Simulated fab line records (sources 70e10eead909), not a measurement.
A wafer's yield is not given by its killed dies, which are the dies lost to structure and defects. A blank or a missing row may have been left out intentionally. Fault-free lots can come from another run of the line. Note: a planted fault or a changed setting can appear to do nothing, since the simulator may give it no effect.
fab line records -- flow nand-harc -- part 2 of 2: steps 35 to 47 of 47
record lots=5, wafers=15, last-day=33
route steps=1302 shown A_ZERO_WELL@406 A_SOURCE_PLATE@413 A_ONON_D1@424 A_CHANNEL_HOLE_D1@450
lots that met no fault: from a run of the same line without faults
start-h: start of the lot's first displayed wafer, in hours after the record's first day -- wait-h: time in hours since the lot's previous step -- " unchanged from the row above -- L1.1+2: a single row standing in for several wafers -- - no value, or no start was given -- * or withheld: withheld -- < > ~ a bound
route shown NAME@n: NAME is a module with steps in the file, n the number in the route of the first one -- usual: mean/standard deviation of fault-free wafers -- same: alike in all rows -- chamber/n: place in a boat -- sites: readings site by site -- _std_site: the values' standard deviation -- _edge_site: inner sites' mean taken away from outer sites' mean -- radius-mm: how far each site lies from the wafer's centre -- mask NAME#n: copy n -- behind: the tool/chamber that last shaped the wafer -- hold: the reason the lot was held/the length of the hold in hours/how it ended -- device: the n, p or np transistor that did not switch -- end of line: tests of these same wafers at the route's end -- a step with no rows: only its recipe -- killed: not the wafer's yield, but the dies lost to structure and defects at the first sort -- map: the dies of a wafer, with x for killed, . for not killed, _ for no die there
set.NAME: the setting as run; set.NAME@STEP: as run at that earlier step -- model.NAME: the simulator's own value behind a step, which no gauge read
certain route steps with their lots: each step a table, each wafer a row
services: the hour from which a tool's chamber was out of use, counted from the record's first day as start-h (under 0 if before that day), plus the number of hours and why
## steps
# step NHARC_A_ONON_D1_DEP_28
# recipe target-thk-a=10000, n2-flow-sccm=2750, n2o-flow-sccm=2000, nh3-flow-sccm=500, sih4-flow-sccm=210, temp-c=400
lot.wafer,tool,chamber,start-h,wait-h
L079.3+4+5,pecvd-onon-02,0,220.75,0.2
L081.1+2+3,pecvd-onon-03,0,244.82,0.1
L088.1+2+5,pecvd-onon-02,0,322.73,0.1
L097.1+2+3,pecvd-onon-02,0,393.90,0.1
L096.3+5+6,pecvd-onon-03,0,394.01,0.2
# step NHARC_A_ONON_D1_THK_MEAS_30
# recipe thk-meas-gauge=ellipsometry
# usual thk-nm=1000/9.5
lot.wafer,tool,chamber,start-h,wait-h,thk-nm
L079.3,film-metro-01,-,221.15,-,993
L079.4,film-metro-01,-,221.15,-,990
L079.5,film-metro-01,-,221.15,-,992
L081.1,film-metro-02,-,245.33,-,1010
L081.2,film-metro-02,-,245.33,-,1011
L081.3,film-metro-02,-,245.33,-,1010
L088.1,film-metro-02,-,323.25,-,1001
L088.2,film-metro-02,-,323.25,-,1004
L088.5,film-metro-02,-,323.25,-,1000
L096.3,film-metro-02,-,394.40,-,1009
L096.5,film-metro-02,-,394.40,-,1011
L096.6,film-metro-02,-,394.40,-,1012
L097.1,film-metro-02,-,394.41,-,995
L097.2,film-metro-02,-,394.41,-,994
L097.3,film-metro-02,-,394.41,-,996
# step NHARC_A_ONON_D1_DEP_33
# recipe target-thk-a=2000, temp-c=400, pressure-torr=6.5, rf-w=900, teos-flow-sccm=161.4, flow-sccm=2650, target-thk-nm=200, gas=O2, material=SiO2
# usual flow-sccm=2650/8, heater-power-w=560/95, mfc-precursor-sccm=161.4/0.49, throttle-valve-pct=16.1/0.75
lot.wafer,tool,chamber,start-h,wait-h,flow-sccm,heater-power-w,mfc-precursor-sccm,since-wet-clean-h,throttle-valve-pct
L079.3,pecvd-03,2,221.20,0.1,2666,485,161.0,23,15.3
L079.5,pecvd-03,0,221.20,0.1,2658,636,161.2,-,15.0
L079.4,pecvd-03,1,221.20,0.1,2652,644,161.4,-,17.0
L081.2,pecvd-03,1,245.39,0.1,2642,601,161.0,47,17.5
L081.3,pecvd-03,2,245.39,0.1,2647,437,162.4,47,15.1
L081.1,pecvd-03,0,245.39,0.1,2646,635,161.9,47,15.1
L088.1,pecvd-04,2,323.35,0.1,2654,510,161.2,41,15.7
L088.2,pecvd-04,0,323.35,0.1,2645,604,161.6,41,15.9
L088.5,pecvd-04,2,323.35,0.1,2659,516,161.0,-,15.8
L097.1,pecvd-04,1,394.47,0.1,2658,469,160.9,112,16.4
L097.2,pecvd-04,2,394.47,0.1,2644,515,161.1,112,16.0
L097.3,pecvd-04,0,394.47,0.1,2649,610,160.0,112,16.5
L096.3,pecvd-02,1,394.51,0.1,2648,557,161.7,154,16.7
L096.5,pecvd-02,0,394.51,0.1,2647,471,161.2,-,16.3
L096.6,pecvd-02,2,394.51,0.1,2654,616,160.3,-,15.4
# step NHARC_A_ONON_D1_THK_MEAS_34
# recipe thk-meas-gauge=ellipsometry
# usual thk-nm=200/3.1
lot.wafer,tool,chamber,start-h,wait-h,thk-nm
L079.3,film-metro-01,-,221.61,-,198
L079.4,film-metro-01,-,221.61,-,198
L079.5,film-metro-01,-,221.61,-,200
L081.1,film-metro-01,-,245.80,-,199
L081.2,film-metro-01,-,245.80,-,199
L081.3,film-metro-01,-,245.80,-,204
L088.1,film-metro-01,-,323.71,-,198
L088.2,film-metro-01,-,323.71,-,193
L088.5,film-metro-01,-,323.71,-,200
L096.3,film-metro-01,-,394.88,-,198
L096.5,film-metro-01,-,394.88,-,198
L096.6,film-metro-01,-,394.88,-,201
L097.1,film-metro-02,-,394.89,-,198
L097.2,film-metro-02,-,394.89,-,194
L097.3,film-metro-02,-,394.89,-,193
# step NHARC_A_ONON_D1_INSPECT_32
# usual raw-defect-count=70/23
lot.wafer,tool,chamber,start-h,wait-h,raw-defect-count
L079.3,defect-inspect-01,-,221.70,0.0,56
L079.4,defect-inspect-01,-,221.70,0.0,67
L079.5,defect-inspect-01,-,221.70,0.0,76
L081.1,defect-inspect-02,-,245.87,0.0,38
L081.2,defect-inspect-02,-,245.87,0.0,32
L081.3,defect-inspect-02,-,245.87,0.0,61
L088.1,defect-inspect-02,-,323.78,0.0,105
L088.2,defect-inspect-02,-,323.78,0.0,85
L088.5,defect-inspect-02,-,323.78,0.0,50
L096.3,defect-inspect-02,-,394.96,0.0,94
L096.5,defect-inspect-02,-,394.96,0.0,73
L096.6,defect-inspect-02,-,394.96,0.0,113
L097.1,defect-inspect-01,-,394.97,0.0,40
L097.2,defect-inspect-01,-,394.97,0.0,31
L097.3,defect-inspect-01,-,394.97,0.0,49
# step NHARC_A_CHANNEL_HOLE_D1_DEP_00
# recipe target-thk-a=31000, temp-c=400, material=aC
# usual throttle-valve-pct=35.000/0.0083
lot.wafer,tool,chamber,start-h,wait-h,throttle-valve-pct
L079.3,acl-dep-02,0,225.38,3.7,34.999
L079.4,acl-dep-02,0,225.38,3.7,35.000
L079.5,acl-dep-02,0,225.38,3.7,35.009
L081.1,acl-dep-01,0,247.92,2.1,34.990
L081.2,acl-dep-01,0,247.92,2.1,35.004
L081.3,acl-dep-01,0,247.92,2.1,34.999
L088.1,acl-dep-03,0,323.89,0.1,35.013
L088.2,acl-dep-03,0,323.89,0.1,35.007
L088.5,acl-dep-03,0,323.89,0.1,34.995
L096.3,acl-dep-01,0,399.49,4.5,34.986
L096.5,acl-dep-01,0,399.49,4.5,35.011
L096.6,acl-dep-01,0,399.49,4.5,35.003
L097.1,acl-dep-02,0,400.06,5.1,35.004
L097.2,acl-dep-02,0,400.06,5.1,35.002
L097.3,acl-dep-02,0,400.06,5.1,34.992
# step NHARC_A_CHANNEL_HOLE_D1_DEP_01
# recipe target-thk-a=1400, target-thk-nm=140, temp-c=400, pressure-torr=3.5, flow-sccm=200, rf-w=350, material=SiON
# usual heater-power-w=772/84
lot.wafer,tool,chamber,start-h,wait-h,heater-power-w,since-wet-clean-h
L079.3,pecvd-01,1,226.71,1.0,938,83
L079.4,pecvd-01,2,226.71,1.0,826,-
L079.5,pecvd-01,1,226.71,1.0,769,-
L081.3,pecvd-04,2,249.84,1.0,778,149
L081.2,pecvd-04,0,249.84,1.0,703,149
L081.1,pecvd-04,1,249.84,1.0,722,149
L088.2,pecvd-04,0,325.86,1.3,673,44
L088.1,pecvd-04,1,325.86,1.3,691,44
L088.5,pecvd-04,1,325.86,1.3,702,-
L096.3,pecvd-04,1,400.84,1.0,668,118
L096.6,pecvd-04,1,400.84,1.0,680,-
L096.5,pecvd-04,2,400.84,1.0,767,-
L097.2,pecvd-01,1,401.98,1.3,826,78
L097.1,pecvd-01,2,401.98,1.3,832,78
L097.3,pecvd-01,0,401.98,1.3,867,78
# step NHARC_A_CHANNEL_HOLE_D1_DEHYDRATE_02
# recipe temp-c=150, time-s=120
lot.wafer,tool,chamber,start-h,wait-h
L079.3+4+5,litho-track-01,0,226.93,0.2
L081.1+2+3,litho-track-04,0,250.11,0.2
L088.1+2+5,litho-track-01,0,326.11,0.2
L096.3+5+6,litho-track-01,0,401.08,0.2
L097.1+2+3,litho-track-04,0,402.25,0.2
# step NHARC_A_CHANNEL_HOLE_D1_HMDS_03
# recipe time-s=30
lot.wafer,tool,chamber,start-h,wait-h
L079.3+4+5,litho-track-01,0,-,-
L081.1+2+3,litho-track-04,0,-,-
L088.1+2+5,litho-track-01,0,-,-
L096.3+5+6,litho-track-01,0,-,-
L097.1+2+3,litho-track-04,0,-,-
# step NHARC_A_CHANNEL_HOLE_D1_COAT_36
# recipe temp-c=260, time-s=75
lot.wafer,tool,chamber,start-h,wait-h
L079.3+4+5,litho-track-01,0,-,-
L081.1+2+3,litho-track-04,0,-,-
L088.1+2+5,litho-track-01,0,-,-
L096.3+5+6,litho-track-01,0,-,-
L097.1+2+3,litho-track-04,0,-,-
# step NHARC_A_CHANNEL_HOLE_D1_COAT_37
# recipe temp-c=225, time-s=65
lot.wafer,tool,chamber,start-h,wait-h
L079.3+4+5,litho-track-01,0,-,-
L081.1+2+3,litho-track-04,0,-,-
L088.1+2+5,litho-track-01,0,-,-
L096.3+5+6,litho-track-01,0,-,-
L097.1+2+3,litho-track-04,0,-,-
# step NHARC_A_CHANNEL_HOLE_D1_COAT_04
# recipe spin-rpm=1500, resist-thk-nm=90
lot.wafer,tool,chamber,start-h,wait-h
L079.3+4+5,litho-track-01,0,-,-
L081.1+2+3,litho-track-04,0,-,-
L088.1+2+5,litho-track-01,0,-,-
L096.3+5+6,litho-track-01,0,-,-
L097.1+2+3,litho-track-04,0,-,-
# step NHARC_A_CHANNEL_HOLE_D1_SOFTBAKE_05
# recipe temp-c=105, time-s=55
lot.wafer,tool,chamber,start-h,wait-h
L079.3+4+5,litho-track-01,0,-,-
L081.1+2+3,litho-track-04,0,-,-
L088.1+2+5,litho-track-01,0,-,-
L096.3+5+6,litho-track-01,0,-,-
L097.1+2+3,litho-track-04,0,-,-
## services
tool,chamber,start-h,hours,kind
pvd-sputter-01,-,163.90,2.9,repair
pecvd-onon-02,-,185.30,13.0,pm
wet-bench-01,-,186.97,4.3,repair
furnace-02,-,187.00,70.9,repair
wet-bench-06,-,193.60,8.0,pm
pvd-sputter-01,-,201.00,6.2,repair
litho-track-04,-,203.00,7.0,pm
pvd-sputter-01,-,225.78,6.6,repair
pecvd-onon-03,-,227.19,13.0,pm
wet-bench-04,-,227.20,8.0,pm
pvd-sputter-01,-,255.64,2.1,repair
wet-bench-05,-,260.80,8.0,pm
pecvd-04,-,269.37,13.0,pm
pecvd-onon-01,-,269.43,13.0,pm
wet-bench-01,-,277.60,8.0,pm
pecvd-onon-01,-,289.30,7.6,repair
implanter-01,-,290.99,1.3,repair
litho-track-01,-,330.00,7.0,pm
pecvd-04,-,334.11,0.2,repair
pecvd-onon-01,-,355.08,1.0,repair
pecvd-onon-02,-,366.48,13.0,pm
litho-track-04,-,378.00,7.0,pm
lpcvd-poly-03,-,389.49,26.0,pm
pecvd-onon-01,-,401.36,1.4,repair
